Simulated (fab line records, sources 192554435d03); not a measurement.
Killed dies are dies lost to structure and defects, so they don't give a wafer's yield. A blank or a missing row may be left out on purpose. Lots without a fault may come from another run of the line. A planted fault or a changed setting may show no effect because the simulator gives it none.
Chamber matching | flow n5_finfet | N5_BEOL_M8_VIA_ETCH_34 on rie_diel-03: 4 sister chambers
The step etches SiCOH lowk in C4F6/O2, target depth 125.5 nm, time 50.5 s. 7 wafers are shown with their chamber, then 7 later ones without.

WAFERS WITH THEIR CHAMBER
wafer  | chamber | rf_vpp_V (V) | showerhead_plenum_p_Torr (Torr)
L078.6 | 3       | 658          | 2.83
L084.2 | 0       | 677          | 2.96
L088.2 | 2       | 659          | 2.89
L088.4 | 1       | 688          | 2.89
L088.5 | 1       | 690          | 2.89
L094.1 | 0       | 676          | 2.95
L094.5 | 3       | 658          | 2.82

WAFERS WITHOUT THEIR CHAMBER
wafer  | rf_vpp_V (V) | showerhead_plenum_p_Torr (Torr)
L094.6 | 659          | 2.88
L096.1 | 688          | 2.88
L096.2 | 658          | 2.81
L096.4 | 659          | 2.88
L095.2 | 687          | 2.88
L095.3 | 675          | 2.95
L095.4 | 656          | 2.81

WHICH CHAMBER EACH WENT THROUGH
wafer  | from the rows above | in truth
L094.6 | 2                   | 2
L096.1 | 1                   | 1
L096.2 | 3                   | 3
L096.4 | 2                   | 2
L095.2 | 1                   | 1
L095.3 | 0                   | 0
L095.4 | 3                   | 3
Placed correctly: 7 of 7. Can't be placed from these rows: 0. Placed wrongly: 0.
How it was worked out, from the rows above alone: a wafer's distance from a chamber is the root of the sum, over the readings, of the square of ((its reading less the chamber's mean) divided by the reading's scatter). The wafer belongs to the nearest chamber; if the next one is less than 2 further off, it can't be placed. A chamber's mean is the mean of its shown wafers. The scatter: the root of (the sum of the squares of (reading less its chamber's mean) over the shown wafers, divided by (wafers less chambers)).
